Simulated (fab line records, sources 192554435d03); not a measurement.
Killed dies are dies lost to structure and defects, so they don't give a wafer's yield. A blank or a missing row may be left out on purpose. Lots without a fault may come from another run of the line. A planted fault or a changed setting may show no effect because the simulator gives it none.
Split-lot experiment | flow n5_finfet | 7 lots, 39 wafers read, on a route of 1938 steps

THE SPLIT
At N5_BEOL_M5_ILD_DEP_00 (deposits SiCOH lowk from DEMS/porogen, target thk 140.64 nm, time 25.9 s), the setting time_s was moved away from the recipe's 25.9 s on 18 of the 39 wafers read, by -31.5% to +48.8%. The other wafers ran this setting at the recipe's value.

FROM THE SPLIT TO THE READING: what the file shows between them, 1 step
- N5_BEOL_M5_CURE_79: cures SiCOH lowk, time 240 s

THE READING
M5_ILD_THK, in nm, at N5_BEOL_M5_THK_MEAS_01. Fault-free wafers of this fab line usually give 121.2 nm, standard deviation 1.7 nm.

wafer  | tool, chamber at the split | time_s as run, s | against the recipe | M5_ILD_THK, nm | against lot-mates on the recipe
L076.1 | pecvd-02, 0                | 25.9             | recipe             | 119.6          | -
L076.2 | pecvd-02, 1                | 25.9             | recipe             | 120.4          | -
L076.4 | pecvd-02, 1                | 25.9             | recipe             | 121.5          | -
L077.1 | pecvd-02, 2                | 38.53            | +48.8%             | 176.3          | +56.5
L077.2 | pecvd-02, 1                | 25.9             | recipe             | 118.2          | -
L077.3 | pecvd-02, 0                | 38.53            | +48.8%             | 176.0          | +56.2
L077.4 | pecvd-02, 2                | 25.9             | recipe             | 120.3          | -
L077.5 | pecvd-02, 1                | 38.53            | +48.8%             | 178.9          | +59.1
L077.6 | pecvd-02, 0                | 25.9             | recipe             | 121.0          | -
L080.1 | pecvd-02, 1                | 25.9             | recipe             | 118.7          | -
L080.2 | pecvd-02, 2                | 25.9             | recipe             | 118.3          | -
L080.3 | pecvd-02, 0                | 17.75            | -31.5%             | 83.2           | -36.8
L080.4 | pecvd-02, 2                | 17.75            | -31.5%             | 82.5           | -37.5
L080.5 | pecvd-02, 0                | 17.75            | -31.5%             | 84.2           | -35.8
L080.6 | pecvd-02, 1                | 25.9             | recipe             | 123.1          | -
L082.1 | pecvd-04, 2                | 25.9             | recipe             | 120.3          | -
L082.2 | pecvd-04, 0                | 25.9             | recipe             | 121.0          | -
L082.3 | pecvd-04, 1                | 25.9             | recipe             | 122.0          | -
L082.4 | pecvd-04, 0                | 36.96            | +42.7%             | 174.6          | +53.5
L082.5 | pecvd-04, 2                | 36.96            | +42.7%             | 173.6          | +52.5
L082.6 | pecvd-04, 1                | 36.96            | +42.7%             | 174.8          | +53.7
L084.1 | pecvd-01, 1                | 31.26            | +20.7%             | 145.6          | +23.2
L084.2 | pecvd-01, 2                | 25.9             | recipe             | 121.7          | -
L084.3 | pecvd-01, 0                | 25.9             | recipe             | 120.3          | -
L084.4 | pecvd-01, 2                | 25.9             | recipe             | 125.1          | -
L084.5 | pecvd-01, 1                | 31.26            | +20.7%             | 148.0          | +25.6
L084.6 | pecvd-01, 0                | 31.26            | +20.7%             | 146.7          | +24.3
L093.1 | pecvd-01, 0                | 25.9             | recipe             | 117.7          | -
L093.2 | pecvd-01, 2                | 35.57            | +37.3%             | 164.7          | +45.6
L093.3 | pecvd-01, 1                | 25.9             | recipe             | 119.1          | -
L093.4 | pecvd-01, 0                | 35.57            | +37.3%             | 165.1          | +46.0
L093.5 | pecvd-01, 2                | 35.57            | +37.3%             | 166.8          | +47.7
L093.6 | pecvd-01, 1                | 25.9             | recipe             | 120.6          | -
L095.1 | pecvd-04, 2                | 34.88            | +34.7%             | 160.1          | +37.7
L095.2 | pecvd-04, 1                | 34.88            | +34.7%             | 161.7          | +39.3
L095.3 | pecvd-04, 0                | 34.88            | +34.7%             | 162.2          | +39.8
L095.4 | pecvd-04, 1                | 25.9             | recipe             | 123.2          | -
L095.5 | pecvd-04, 2                | 25.9             | recipe             | 120.5          | -
L095.6 | pecvd-04, 0                | 25.9             | recipe             | 123.5          | -

THE FIT
A straight line over all 39 wafers: M5_ILD_THK changes by +1.19 nm for each +1% of time_s; r = +1.00; the points scatter about the line by 1.8 nm.
The same after taking each lot's own level away (the mean of its wafers on the recipe; 39 wafers): +1.19 nm for each +1%; r = +1.00; scatter 1.7 nm.
On that fit, the largest move of time_s shifts the reading by 58 nm.
The lots' own levels span 119.13 to 122.40 nm, that is 1.9 times the standard deviation above.
So the lot-to-lot level changes the slope little: the two slopes agree.
Check: with one of the wafers moved furthest among these (+48.8%) left out of the fit, the line predicts +58.4 nm for it against its lot-mates. It came out at +56.5 nm against them.

OTHER SPLITS ON THESE WAFERS
These wafers also went through other splits before the reading. Each is held against what the fit with the lots' levels taken away leaves over:
other split on the same wafers            | wafers away from the commonest value | r with M5_ILD_THK (lot level and that fit taken away)
N5_ZERO_LAYER_DEVELOP_10 develop_time_s   | 15                                   | +0.15
N5_FIN_SAQP_ETCH_65 time_s                | 18                                   | +0.46
N5_HKMG_FIN_NWFM_ALD_20 ald_cycles        | 15                                   | -0.37
N5_BEOL_M0_SAQP_DEVELOP_13 develop_time_s | 12                                   | -0.06
N5_BEOL_M2_ALD_84 ald_cycles              | 15                                   | -0.05

THE WHOLE CHAIN: every reading that the file lists as answering this split, in the file's order
step                   | what it does                                                             | reading                                                                                  | change (the file's fit)              | r (the file's)
N5_BEOL_M5_ILD_DEP_00  | deposits SiCOH lowk from DEMS/porogen, target thk 140.64 nm, time 25.9 s | SiCOH_lowk_of_BEOL_M5_ILD_DEP_00.thk_nm (the simulator's own value, which no gauge read) | +1.37 nm for each +1% of the setting | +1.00
N5_BEOL_M5_CURE_79     | cures SiCOH lowk, time 240 s                                             | SiCOH_lowk_of_BEOL_M5_ILD_DEP_00.thk_nm (the simulator's own value, which no gauge read) | +1.19 nm for each +1% of the setting | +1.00
N5_BEOL_M5_THK_MEAS_01 |                                                                          | M5_ILD_THK                                                                               | +1.19 for each +1% of the setting    | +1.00

THE FILE'S OWN FIT
M5_ILD_THK changes by +1.19 nm for each +1% of time_s, r = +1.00.
